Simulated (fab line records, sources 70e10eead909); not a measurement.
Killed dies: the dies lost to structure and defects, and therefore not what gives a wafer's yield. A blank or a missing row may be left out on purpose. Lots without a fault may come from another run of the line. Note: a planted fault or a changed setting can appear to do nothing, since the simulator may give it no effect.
Matching of chambers + flow nand-harc + 3 sister chambers for NHARC_P_CONTACT_DEP_30 on pecvd-02
The step deposits SiNx, target thk 30 nm. 3 wafers are shown with their chamber, then 7 later ones without.

EACH WAFER AND ITS CHAMBER
| wafer  | chamber | heater-power-w (W) |
|--------|---------|--------------------|
| L429.5 | 0       | 632                |
| L433.1 | 1       | 730                |
| L433.2 | 2       | 703                |

WAFERS WITHOUT THEIR CHAMBER
| wafer  | heater-power-w (W) |
|--------|--------------------|
| L433.6 | 730                |
| L440.1 | 631                |
| L440.3 | 675                |
| L440.5 | 674                |
| L443.1 | 611                |
| L443.3 | 618                |
| L443.5 | 625                |

CHAMBER TAKEN BY EACH
| wafer  | from the rows above          | in truth                   |
|--------|------------------------------|----------------------------|
| L433.6 | can't be placed: 1 or 2      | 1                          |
| L440.1 | 0                            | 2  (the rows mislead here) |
| L440.3 | can't be placed: 2 or 0 or 1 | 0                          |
| L440.5 | can't be placed: 2 or 0 or 1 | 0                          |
| L443.1 | 0                            | 0                          |
| L443.3 | 0                            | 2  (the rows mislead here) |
| L443.5 | 0                            | 0                          |
Placed correctly: 2 of 7. Not placeable from these rows: 3 (in 3, the candidates include the true chamber). Number placed wrongly: 2.
How it was worked out, from the rows above alone: a wafer's distance from a chamber is the root of the sum, over the readings, of the square of ((its reading less the chamber's mean) divided by the reading's scatter). If the next closest chamber is less than 2 further off than the closest, the wafer can't be placed; otherwise it belongs to the closest. The mean given for a chamber averages the wafers shown for that chamber. The scatter: root of mean squared gap, hidden wafer to nearest shown wafer, with one shown wafer a chamber.
